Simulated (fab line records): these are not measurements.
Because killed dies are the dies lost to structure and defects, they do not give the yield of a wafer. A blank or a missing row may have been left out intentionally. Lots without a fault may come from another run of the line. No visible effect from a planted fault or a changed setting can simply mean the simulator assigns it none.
Chamber matching	flow nand-harc	4 sister chambers for NHARC_P_GATE_DESCUM_93 on rie-diel-13
The step chemistry O2, time 3 s. 8 wafers are shown with their chamber, then 7 later ones without.

WAFERS PAIRED WITH THEIR CHAMBERS
wafer	chamber	drypump-motor-current-A (A)	oes-product-au (a.u.)
L078.2	0	5.3	0.994
L078.5	1	5.8	0.990
L081.5	2	5.4	0.986
L088.2	3	6.5	1.018
L088.3	1	5.8	0.991
L088.6	3	6.4	1.018
L090.3	2	5.4	0.998
L090.4	0	5.2	0.994

WAFERS MISSING THEIR CHAMBER
wafer	drypump-motor-current-A (A)	oes-product-au (a.u.)
L090.5	5.8	1.001
L095.3	5.3	1.001
L095.4	5.8	0.976
L095.5	6.5	1.009
L097.2	6.4	1.010
L097.4	5.8	0.989
L097.6	5.3	0.990

EACH ONE'S CHAMBER
wafer	from the rows above	in truth
L090.5	1	1
L095.3	can't be placed: 0 or 2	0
L095.4	1	1
L095.5	3	3
L097.2	3	3
L097.4	1	1
L097.6	can't be placed: 0 or 2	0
5 of 7 placed correctly. Unplaceable from these rows: 2, with the true chamber sitting among the candidates in 2. Placed wrongly: 0.
How it was worked out, from the rows above alone: a wafer's distance from a chamber is the root of the sum, over the readings, of the square of ((its reading less the chamber's mean) divided by the reading's scatter). The wafer belongs to the nearest chamber; if the next one is less than 2 further off, it can't be placed. Each chamber's mean is taken over the wafers shown for it. The scatter: take each reading less its chamber's mean, square it, sum over the shown wafers, divide by the number of wafers less the number of chambers, and take the root.
